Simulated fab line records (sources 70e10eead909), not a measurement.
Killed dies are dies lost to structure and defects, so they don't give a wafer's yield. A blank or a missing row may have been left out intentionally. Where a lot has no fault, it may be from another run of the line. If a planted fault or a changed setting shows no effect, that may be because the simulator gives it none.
fab line records -- flow nand-harc
record: lots: 7, wafers: 19, last-day: 33
route steps=1302 shown A_STAIRCASE@736 END@1302
lots that met no fault: taken from a fault-free run of the same line
start-h: hours from the record's first day to the start of the lot's first wafer shown -- wait-h: how many hours have passed since the lot's step before this one -- " unchanged from the row above -- L1.1+2: one row covering several wafers at once -- - value missing, or start not given -- * or withheld: withheld -- < > ~ a bound
route shown NAME@n: names a module that has steps shown in the file, with the first one's number in the route -- usual: the fault-free wafers' mean and standard deviation -- same: alike in all rows -- chamber/n: place in a boat -- sites: per-site readings -- _std_site: their standard deviation -- _edge_site: the outer-site mean with the inner-site mean subtracted -- radius-mm: how far each site lies from the wafer's centre -- mask NAME#n: copy n -- behind: the tool/chamber that last shaped the wafer -- hold: what put the lot on hold/how long, in hours/how the hold closed -- device: names the non-switching transistor (n, p or np) -- end of line: the tests these same wafers got at the end of their route -- step lacking rows: just its recipe -- killed: count of dies lost to structure and defects at first sort (not the wafer's yield) -- map: a wafer's dies, x killed, . not, _ none there
set.NAME: setting as actually run; set.NAME@STEP: the setting as run at that earlier step -- model.NAME: the simulator's own value behind a step, which no gauge read
certain route steps with their lots: each step a table, each wafer a row
services: when a tool's chamber went out of use (start-h, in hours from the record's first day, below 0 if earlier), for how many hours, and the reason
== steps ==
step: NHARC_A_STAIRCASE_TRIM_222
recipe: time-s: 211.2, o2-flow-sccm: 500, ar-flow-sccm: 0, bias-w: 0, chemistry: O2
step: NHARC_A_STAIRCASE_ETCH_223
recipe: target-depth-a: 1000, time-s: 40.5, ion-energy-ev: 400, c4f8-flow-sccm: 20, o2-flow-sccm: 10, ar-flow-sccm: withheld, rf-w: 600, bias-w: 1000, chemistry: C4F8/O2
usual: oes-product-au: 0.945/0.0095, rf-fwd-power-W: 592.2/2.5, rf-vpp-V: 895/5.5
lot.wafer,tool,chamber,start-h,wait-h,oes-product-au,rf-fwd-power-W,rf-hours-counter-h,rf-vpp-V
L678.1,rie-diel-09,0,-,-,0.941,592.7,19,895
L678.5,rie-diel-09,0,-,-,0.935,592.4,-,897
L678.6,rie-diel-09,1,-,-,0.937,591.8,-,887
L682.1,rie-diel-13,0,-,-,0.966,591.1,26,890
L682.4,rie-diel-13,2,-,-,0.947,592.2,21,891
L682.6,rie-diel-13,0,-,-,0.959,594.0,-,891
L683.4,rie-diel-13,2,-,-,0.951,593.4,22,889
L683.6,rie-diel-13,2,-,-,0.944,595.9,-,890
L685.1,rie-diel-09,2,-,-,0.938,595.5,35,898
L685.5,rie-diel-09,0,-,-,0.944,591.9,-,894
L687.2,rie-diel-12,3,-,-,0.943,590.7,5,901
L687.3,rie-diel-12,1,-,-,0.950,592.2,5,894
L687.6,rie-diel-12,3,-,-,0.935,590.9,-,903
L694.2,rie-diel-12,0,-,-,0.955,590.6,23,905
L694.6,rie-diel-12,1,-,-,0.952,592.2,-,894
L694.5,rie-diel-12,2,-,-,0.954,590.5,-,888
L700.3,rie-diel-12,3,-,-,0.934,590.5,40,901
L700.4,rie-diel-12,2,-,-,0.935,586.4,44,890
L700.5,rie-diel-12,0,-,-,0.942,593.1,-,905
step: NHARC_A_STAIRCASE_TRIM_224
recipe: time-s: 211.2, o2-flow-sccm: 500, ar-flow-sccm: 0, bias-w: 0, chemistry: O2
usual: drypump-motor-current-A: 5.7/0.61, oes-product-au: 1.002/0.0073, rf-vpp-V: 57.7/0.92, showerhead-plenum-p-Torr: 3.51/0.15, throttle-valve-pct: 17.037/0.0089
lot.wafer,tool,chamber,start-h,wait-h,drypump-motor-current-A,oes-product-au,rf-hours-counter-h,rf-vpp-V,showerhead-plenum-p-Torr,throttle-valve-pct
L678.1,rie-diel-09,0,-,-,5.2,0.991,19,56.4,3.51,17.057
L678.6,rie-diel-09,3,-,-,6.5,1.000,-,57.7,3.66,17.044
L678.5,rie-diel-09,0,-,-,5.2,0.993,-,57.9,3.51,17.034
L682.4,rie-diel-13,0,-,-,6.5,1.011,26,57.2,3.36,17.034
L682.1,rie-diel-13,2,-,-,5.7,1.013,21,57.3,3.37,17.042
L682.6,rie-diel-13,0,-,-,6.5,1.005,-,56.5,3.36,17.037
L683.4,rie-diel-13,2,-,-,5.7,1.000,22,56.5,3.37,17.045
L683.6,rie-diel-13,0,-,-,6.5,1.003,-,56.2,3.36,17.040
L685.1,rie-diel-09,3,-,-,6.5,1.002,38,58.3,3.65,17.038
L685.5,rie-diel-09,2,-,-,5.8,0.992,-,58.1,3.58,17.035
L687.2,rie-diel-12,3,-,-,6.3,1.005,5,58.7,3.71,17.040
L687.3,rie-diel-12,1,-,-,4.8,0.998,5,58.6,3.47,17.029
L687.6,rie-diel-12,3,-,-,6.3,0.993,-,57.7,3.71,17.035
L694.2,rie-diel-12,1,-,-,4.8,1.003,28,57.6,3.46,17.036
L694.6,rie-diel-12,1,-,-,4.8,1.008,-,56.9,3.46,17.024
L694.5,rie-diel-12,2,-,-,6.4,1.005,-,57.7,3.36,17.039
L700.3,rie-diel-12,1,-,-,4.8,0.997,47,56.6,3.45,17.043
L700.4,rie-diel-12,2,-,-,6.4,1.004,44,59.2,3.35,17.042
L700.5,rie-diel-12,0,-,-,5.0,0.994,-,57.4,3.78,17.039
step: NHARC_A_STAIRCASE_ETCH_225
recipe: target-depth-a: 1000, time-s: 40.5, ion-energy-ev: 400, c4f8-flow-sccm: 20, o2-flow-sccm: 10, ar-flow-sccm: withheld, rf-w: 600, bias-w: 1000, chemistry: C4F8/O2
step: NHARC_A_STAIRCASE_TRIM_226
recipe: time-s: 211.2, o2-flow-sccm: 500, ar-flow-sccm: 0, bias-w: 0, chemistry: O2
usual: drypump-motor-current-A: 5.7/0.61, oes-product-au: 1.001/0.0072, rf-vpp-V: 57.7/0.92, showerhead-plenum-p-Torr: 3.50/0.15, throttle-valve-pct: 17.037/0.0081
lot.wafer,tool,chamber,start-h,wait-h,drypump-motor-current-A,oes-product-au,rf-hours-counter-h,rf-vpp-V,showerhead-plenum-p-Torr,throttle-valve-pct
L678.1,rie-diel-09,3,-,-,6.5,1.002,17,60.0,3.66,17.038
L678.6,rie-diel-09,1,-,-,5.5,1.006,-,58.0,3.29,17.034
L678.5,rie-diel-09,2,-,-,5.7,1.001,-,58.4,3.59,17.046
L682.1,rie-diel-13,0,-,-,6.5,1.003,26,57.1,3.36,17.023
L682.4,rie-diel-13,1,-,-,5.2,1.000,24,58.4,3.49,17.031
L682.6,rie-diel-13,0,-,-,6.5,0.999,-,57.6,3.36,17.045
L683.4,rie-diel-13,0,-,-,6.5,1.001,27,57.2,3.36,17.017
L683.6,rie-diel-13,3,-,-,5.0,0.997,-,57.1,3.65,17.027
L685.1,rie-diel-09,3,-,-,6.5,1.010,38,56.8,3.65,17.059
L685.5,rie-diel-09,1,-,-,5.5,1.008,-,56.8,3.27,17.027
L687.3,rie-diel-12,2,-,-,6.4,0.999,5,57.4,3.37,17.027
L687.2,rie-diel-12,3,-,-,6.2,0.998,5,58.0,3.71,17.039
L687.6,rie-diel-12,3,-,-,6.2,1.000,-,58.5,3.71,17.033
L694.2,rie-diel-12,3,-,-,6.3,1.012,25,57.6,3.70,17.048
L694.5,rie-diel-12,2,-,-,6.4,1.002,-,55.9,3.36,17.031
L694.6,rie-diel-12,3,-,-,6.2,0.996,-,57.6,3.70,17.033
L700.3,rie-diel-12,2,-,-,6.4,0.998,44,56.5,3.35,17.033
L700.4,rie-diel-12,3,-,-,6.3,0.997,40,57.2,3.69,17.032
L700.5,rie-diel-12,1,-,-,4.8,0.998,-,57.2,3.45,17.027
step: NHARC_A_STAIRCASE_ETCH_227
recipe: target-depth-a: 1000, time-s: 40.5, ion-energy-ev: 400, c4f8-flow-sccm: 20, o2-flow-sccm: 10, ar-flow-sccm: withheld, rf-w: 600, bias-w: 1000, chemistry: C4F8/O2
step: NHARC_A_STAIRCASE_TRIM_229
recipe: time-s: 211.2, o2-flow-sccm: 500, ar-flow-sccm: 0, bias-w: 0, chemistry: O2
step: NHARC_A_STAIRCASE_ETCH_230
recipe: target-depth-a: 1000, time-s: 40.5, ion-energy-ev: 400, c4f8-flow-sccm: 20, o2-flow-sccm: 10, ar-flow-sccm: withheld, rf-w: 600, bias-w: 1000, chemistry: C4F8/O2
step: NHARC_A_STAIRCASE_TRIM_231
recipe: time-s: 211.2, o2-flow-sccm: 500, ar-flow-sccm: 0, bias-w: 0, chemistry: O2
usual: drypump-motor-current-A: 5.7/0.6, oes-product-au: 1.001/0.007, rf-vpp-V: 57.7/0.9, showerhead-plenum-p-Torr: 3.52/0.15, throttle-valve-pct: 17.038/0.008
lot.wafer,tool,chamber,start-h,wait-h,drypump-motor-current-A,oes-product-au,rf-hours-counter-h,rf-vpp-V,showerhead-plenum-p-Torr,throttle-valve-pct
L678.1,rie-diel-13,0,-,-,6.4,1.015,8,56.7,3.37,17.033
L678.5,rie-diel-13,3,-,-,5.0,1.007,-,56.7,3.66,17.023
L678.6,rie-diel-13,0,-,-,6.5,1.005,-,56.9,3.37,17.036
L682.1,rie-diel-09,1,-,-,5.5,1.005,33,57.4,3.28,17.043
L682.4,rie-diel-09,2,-,-,5.8,0.999,28,56.9,3.58,17.043
L682.6,rie-diel-09,0,-,-,5.2,0.998,-,57.9,3.50,17.038
L683.6,rie-diel-09,3,-,-,6.5,1.005,-,58.7,3.65,17.029
L683.4,rie-diel-09,1,-,-,5.5,1.013,-,57.2,3.28,17.036
L685.1,rie-diel-09,3,-,-,6.5,1.005,38,57.8,3.65,17.034
L685.5,rie-diel-09,0,-,-,5.2,1.002,-,55.7,3.50,17.035
L687.3,rie-diel-13,3,-,-,5.0,0.991,41,58.2,3.64,17.036
L687.2,rie-diel-13,0,-,-,6.5,1.011,43,58.3,3.35,17.039
L687.6,rie-diel-13,0,-,-,6.5,1.001,-,57.8,3.35,17.042
L694.2,rie-diel-12,3,-,-,6.3,1.002,26,58.5,3.70,17.049
L694.6,rie-diel-12,2,-,-,6.4,0.997,-,56.7,3.35,17.062
L694.5,rie-diel-12,3,-,-,6.2,0.995,-,58.0,3.70,17.042
L700.3,rie-diel-09,3,-,-,6.5,1.007,26,57.8,3.62,17.035
L700.4,rie-diel-09,1,-,-,5.5,1.012,24,58.4,3.79,17.043
L700.5,rie-diel-09,0,-,-,5.2,0.993,-,57.5,3.47,17.036
step: NHARC_A_STAIRCASE_ETCH_232
recipe: target-depth-a: 1000, time-s: 40.5, ion-energy-ev: 400, c4f8-flow-sccm: 20, o2-flow-sccm: 10, ar-flow-sccm: withheld, rf-w: 600, bias-w: 1000, chemistry: C4F8/O2
step: NHARC_A_STAIRCASE_TRIM_233
recipe: time-s: 211.2, o2-flow-sccm: 500, ar-flow-sccm: 0, bias-w: 0, chemistry: O2
usual: drypump-motor-current-A: 5.7/0.59, oes-product-au: 1.000/0.0073, rf-vpp-V: 57.8/0.86, showerhead-plenum-p-Torr: 3.53/0.15, throttle-valve-pct: 17.036/0.0084
lot.wafer,tool,chamber,start-h,wait-h,drypump-motor-current-A,oes-product-au,rf-hours-counter-h,rf-vpp-V,showerhead-plenum-p-Torr,throttle-valve-pct
L678.1,rie-diel-13,0,-,-,6.4,1.003,8,56.6,3.37,17.048
L678.5,rie-diel-13,0,-,-,6.5,1.002,-,58.5,3.37,17.018
L678.6,rie-diel-13,1,-,-,5.2,0.992,-,59.2,3.50,17.044
L682.1,rie-diel-09,3,-,-,6.5,0.993,32,57.3,3.65,17.021
L682.4,rie-diel-09,0,-,-,5.2,0.992,37,58.3,3.50,17.048
L682.6,rie-diel-09,1,-,-,5.5,1.004,-,58.2,3.28,17.038
L683.4,rie-diel-09,1,-,-,5.5,1.007,-,57.1,3.28,17.048
L683.6,rie-diel-09,3,-,-,6.5,0.990,-,57.6,3.65,17.037
L685.1,rie-diel-09,0,-,-,5.2,0.994,44,59.1,3.50,17.035
L685.5,rie-diel-09,3,-,-,6.5,0.994,-,59.5,3.65,17.049
L687.2,rie-diel-13,3,-,-,5.0,1.010,41,57.8,3.65,17.051
L687.3,rie-diel-13,0,-,-,6.5,1.014,43,57.9,3.35,17.027
L687.6,rie-diel-13,0,-,-,6.4,1.004,-,56.1,3.35,17.022
L694.2,rie-diel-12,0,-,-,5.0,0.999,24,58.8,3.79,17.033
L694.6,rie-diel-12,3,-,-,6.3,1.005,-,57.0,3.70,17.038
L694.5,rie-diel-12,0,-,-,5.0,0.995,-,59.4,3.79,17.044
L700.4,rie-diel-09,0,-,-,5.2,0.988,27,58.9,3.47,17.038
L700.3,rie-diel-09,1,-,-,5.5,1.005,24,57.8,3.79,17.039
L700.5,rie-diel-09,3,-,-,6.5,0.999,-,58.5,3.62,17.029
step: NHARC_A_STAIRCASE_ETCH_234
recipe: target-depth-a: 1000, time-s: 40.5, ion-energy-ev: 400, c4f8-flow-sccm: 20, o2-flow-sccm: 10, ar-flow-sccm: withheld, rf-w: 600, bias-w: 1000, chemistry: C4F8/O2
usual: oes-product-au: 0.947/0.01, rf-fwd-power-W: 592.0/2.4, rf-vpp-V: 895/5.7
lot.wafer,tool,chamber,start-h,wait-h,oes-product-au,rf-fwd-power-W,rf-hours-counter-h,rf-vpp-V
L678.1,rie-diel-13,1,366.37,-,0.951,596.4,6,896
L678.6,rie-diel-13,0,366.37,-,0.958,590.6,-,890
L678.5,rie-diel-13,3,366.37,-,0.954,592.2,-,900
L682.4,rie-diel-09,0,414.68,-,0.936,591.3,37,893
L682.1,rie-diel-09,3,414.68,-,1.124,593.5,32,900
L682.6,rie-diel-09,0,414.68,-,1.106,590.3,-,896
L683.4,rie-diel-09,3,417.17,-,0.937,587.8,-,900
L683.6,rie-diel-09,1,417.17,-,1.111,592.1,-,887
L685.1,rie-diel-09,0,439.56,-,1.106,591.5,45,895
L685.5,rie-diel-09,1,439.56,-,0.964,588.3,-,888
L687.2,rie-diel-13,2,467.69,-,0.969,593.1,38,891
L687.3,rie-diel-13,0,467.69,-,0.947,591.3,43,888
L687.6,rie-diel-13,1,467.69,-,0.959,594.4,-,893
L694.2,rie-diel-12,1,538.90,-,0.932,590.6,29,894
L694.5,rie-diel-12,2,538.90,-,0.930,590.8,-,890
L694.6,rie-diel-12,3,538.90,-,0.926,590.4,-,902
L700.4,rie-diel-09,2,589.70,-,0.965,595.6,25,897
L700.3,rie-diel-09,1,589.70,-,0.962,590.9,24,906
L700.5,rie-diel-09,3,589.70,-,0.955,587.1,-,901
step: NHARC_A_STAIRCASE_TRIM_235
recipe: time-s: 211.2, o2-flow-sccm: 500, ar-flow-sccm: 0, bias-w: 0, chemistry: O2
step: NHARC_END_SORT_01
recipe: temp-c: 25
usual: killed-at-array: 52/16, killed-at-other: 0.8/1.1, killed-at-periphery: 4.2/2.5, killed-dies: 57/16, killed-open: 3.4/2, killed-short: 2.6/1.6
same: gross-dies: 677
lot.wafer,tool,chamber,start-h,wait-h,killed-at-array,killed-at-other,killed-at-periphery,killed-dies,killed-open,killed-short
L682.1,prober-01,0,602.60,2.5,676,0,0,676,1,1
L682.4,prober-01,0,605.02,3.4,75,2,2,79,3,2
L682.6,prober-01,0,606.63,4.0,675,0,0,675,3,0
L683.6,prober-01,0,616.02,4.0,661,0,5,666,4,3
L685.1,prober-02,0,634.31,2.5,669,5,3,677,3,3
L700.3,prober-02,0,790.24,3.1,63,0,2,65,2,6
L700.4,prober-02,0,791.05,3.4,49,0,0,49,2,1
L700.5,prober-02,0,791.85,3.7,51,1,1,53,3,1
killed by level:class
L682.1 A_STAIRCASE:area-etch=617 A_SLIT:chamber-film-flake=19 A_CHANNEL_HOLE_D2:chamber-film-flake=14 A_CHANNEL_HOLE_D1:chamber-film-flake=12 A_CONTACT:chamber-film-flake=5 A_STAIRCASE:chamber-film-flake=2 A_WL_FILL:chamber-film-flake=2 A_SOURCE_PLATE:geometric-particle:short=1
L682.4 A_CHANNEL_HOLE_D2:chamber-film-flake=23 A_CHANNEL_HOLE_D1:chamber-film-flake=18 A_SLIT:chamber-film-flake=16 A_WL_FILL:chamber-film-flake=4 A_ZERO_WELL:chamber-film-flake=3 A_CHANNEL_FILL_D1:chamber-film-flake=3 A_CONTACT:chamber-film-flake=3 THIN_TSV:chamber-film-flake=2
L682.6 A_STAIRCASE:area-etch=585 A_CHANNEL_HOLE_D1:chamber-film-flake=32 A_SLIT:chamber-film-flake=25 A_CHANNEL_HOLE_D2:chamber-film-flake=19 A_CONTACT:chamber-film-flake=7 A_CHANNEL_FILL_D2:geometric-particle:open=2 A_M0:chamber-film-flake=2 A_ONON_D2:geometric-particle:open=1
L683.6 A_STAIRCASE:area-etch=636 A_CHANNEL_HOLE_D2:chamber-film-flake=8 A_CHANNEL_FILL_D2:chamber-film-flake=3 A_CHANNEL_FILL_D1:geometric-particle:open=2 A_WL_FILL:geometric-particle:short=2 P_ZERO_WELL:chamber-film-flake=2 A_CHANNEL_HOLE_D1:chamber-film-flake=2 A_STAIRCASE:chamber-film-flake=2
L685.1 A_STAIRCASE:area-etch=611 A_CHANNEL_HOLE_D1:chamber-film-flake=32 A_CHANNEL_HOLE_D2:chamber-film-flake=12 THIN_TSV:chamber-film-flake=5 A_STAIRCASE:chamber-film-flake=4 A_CHANNEL_FILL_D2:geometric-particle:short=3 A_CONTACT:chamber-film-flake=3 A_DECK1_JOINT:geometric-particle:open=2
L700.3 A_CHANNEL_HOLE_D2:chamber-film-flake=31 A_SLIT:chamber-film-flake=12 A_CONTACT:chamber-film-flake=8 A_WL_FILL:geometric-particle:short=3 A_STAIRCASE:chamber-film-flake=3 P_GATE:geometric-particle:open=1 P_CONTACT:geometric-particle:short=1 A_ONON_D1:geometric-particle:short=1
L700.4 A_CHANNEL_HOLE_D2:chamber-film-flake=19 A_CONTACT:chamber-film-flake=13 A_SLIT:chamber-film-flake=8 A_CHANNEL_FILL_D1:chamber-film-flake=2 A_M1:chamber-film-flake=2 A_CHANNEL_HOLE_D1:geometric-particle:open=1 A_CHANNEL_HOLE_D2:geometric-particle:open=1 A_M0:geometric-particle:short=1
L700.5 A_CHANNEL_HOLE_D2:chamber-film-flake=29 A_CONTACT:chamber-film-flake=10 A_SLIT:chamber-film-flake=6 A_CHANNEL_FILL_D2:chamber-film-flake=2 P_M1:geometric-particle:short=1 A_CONTACT:geometric-particle:open=1 A_M1:geometric-particle:open=1 STARTING-WAFER:geometric-particle:open=1
map L682.1 (x killed, . not)
____________x____________
_________xxxxxxx_________
_______xxxxxxxxxxx_______
______xxxxxxxxxxxxx______
_____xxxxxxxxxxxxxxx_____
____xxxxxxxxxxxxxxxxx____
____xxxxxxxxxxxxxxxxx____
___xxxxxxxxxxxxxxxxxxx___
___xxxxxxxxxxxxxxxxxxx___
__xxxxxxxxxxxxxxxxxxxxx__
__xxxxxxxxxxxxxxxxxxxxx__
_xxxxxxxxxxxxxxxxxxxxxxx_
_xxxxxxxxxxxxxxxxxxxxxxx_
_xxxxxxxxxxxxxxxxxxxxxxx_
_xxxxxxxxxxxxxxxxxxxxxxx_
_xxxxxxxxxxxxxxxxxxxxxxx_
xxxxxxxxxxxxxxxxxxxxxxxxx
xxxxxxxxxxxxxxxxxxxxxxxxx
xxxxxxxxxxxxxxxxxxxxxxxxx
xxxxxxxxxxxxxxxxxxxxxxxxx
xxxxxxxxxxxxxxxxxxxxxxxxx
_xxxxxxxxxxxxxxxxxxxxxxx_
_xxxxxxxxxxxxxxxxxxxxxxx_
_xxxxxxxxxxxxxxxxxxxxxxx_
_xxxxxxxxxxxxxxxxxxxxxxx_
_xxxxxxxxxxxxxxxxxxxxxxx_
__xxxxxxxxxxxxxxxxxxxxx__
__xxxxxxxxxxxxxxxxxxxxx__
___xxxxxxxxxxxxxxxxxxx___
___xxxxxxxxxxxxxxxxxxx___
____xxxxxxxxxxxxxxxxx____
____xxxxxxxxxxxxxxxxx____
_____xxxxxxxxxxxxxxx_____
______xxxxxxxxxxxxx______
_______xxxxxxxxxxx_______
_________.xxxxxx_________
____________x____________
map L683.6 (x killed, . not)
____________x____________
_________xxxxxxx_________
_______xxxxxxxxxxx_______
______xxxxxxxxxxxxx______
_____xxxxxxxxxxxxxxx_____
____xxxxxxxxxxxxxxxxx____
____xxxxxxxxxxxxxxxxx____
___xxxxxx.xxxxxxxxxxxx___
___xxxxxxxxxxxxxxxxxxx___
__xxxxxxxxxxxxxxxxxxxxx__
__xxxxxxxxxxxxxxxxxxxxx__
_xxxxxxxxxxxxxxxxxxxxxxx_
_xxxxxxxxxxxxxxxxxxxxxxx_
_xxxxxxx.xxx.xxxxxxxxxxx_
_xxxxxxxxxxxxxxxxxxxxxxx_
_xxxxxx.x.xxxxxxx.xxxxxx_
xxxxxxxxxxxxxx.xxxxxxxxxx
xxxxxxxxx.xxxxxxxxxxxxxxx
xxxxxxxxxx.xxxxxxxxxxxxxx
xxxxxxxx.xxxxxxxxxxxxxxxx
xxxxxxxxxxxxxxxxxxxxxxxxx
_xxxxxxxxxxxxxxxxxxxxxxx_
_xxxxxxxxxxxxxxxxxxxxxxx_
_xxxxxxxxxxxxxxxxxxxxxxx_
_xxxxxxxxxxxxx.xxxxxxxxx_
_xxxxxxxxxxxxxxxxxxxxxxx_
__xxxxxxxxxxxxxxxxxxxxx__
__xxxxxxxxxxxxxxxxxxxxx__
___xxxxxxxxxxxxxxxxxxx___
___xxxxxxxxxxxxxxxxxxx___
____xxxxxxxxxxxxxxxxx____
____xxxxxxxxxxxxxxxxx____
_____xxxxxxxxxxxxxxx_____
______xxxxxxxxxxxxx______
_______xxxxxxxxxxx_______
_________xxxxxxx_________
____________x____________
== services ==
tool,chamber,start-h,hours,kind
rie-diel-13,-,342.05,9.0,pm
rie-diel-09,0,356.06,-,clean
rie-diel-09,1,356.06,-,clean
rie-diel-09,2,356.06,-,clean
rie-diel-09,3,356.06,-,clean
rie-diel-13,2,361.68,7.6,repair
rie-diel-09,0,380.56,-,clean
rie-diel-09,1,380.56,-,clean
rie-diel-09,2,380.56,-,clean
rie-diel-09,3,380.56,-,clean
rie-diel-09,0,405.08,-,clean
rie-diel-09,1,405.08,-,clean
rie-diel-09,2,405.08,-,clean
rie-diel-09,3,405.08,-,clean
rie-diel-09,0,415.18,2.8,repair
rie-diel-09,0,430.80,-,clean
rie-diel-12,-,446.40,9.0,pm
rie-diel-12,0,465.41,9.0,repair
rie-diel-09,-,497.46,9.0,pm
rie-diel-13,-,519.05,9.0,pm
rie-diel-13,-,541.96,0.2,repair
rie-diel-09,-,572.15,0.2,repair
rie-diel-09,1,573.14,4.5,repair
rie-diel-12,3,581.97,1.5,repair
== key ==
first-sign: step: NHARC_A_STAIRCASE_ETCH_234, reading: oes-product-au, direction: up, sigmas: 16, usual: 0.947, struck: 1.112
effect: step: NHARC_END_SORT_01, reading: killed-at-array, direction: up, sigmas: 39, usual: 52, struck: 670
more-kills-born-at: NHARC_A_STAIRCASE_ETCH_234@rie-diel-09: 2449
met-at NHARC_A_STAIRCASE_ETCH_234
struck-wafers L682.1,L682.6,L683.6,L685.1
later-rows-left-out L682.1,L682.6,L683.6,L685.1
tester-left-out L682,L683,L685
fault: kind: process-parameter-drift, tool: rie-diel-09, chamber: -, onset-h: 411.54, steps: NHARC_A_STAIRCASE_ETCH_234, channel: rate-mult, offset: 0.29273, shape: step, end-h: 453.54, scope: struck-wafers-only
tester-left-out: of these lots the tester's yield and bins aren't shown, on N5 and GAA mostly nor the transistor test; their killed dies are dies lost to structure and defects alone, not to doping, threshold or leakage, so they don't give the yield
later-rows-left-out: the simulator's readings of these wafers behind a module that went badly wrong aren't trusted and aren't shown, but for the sort
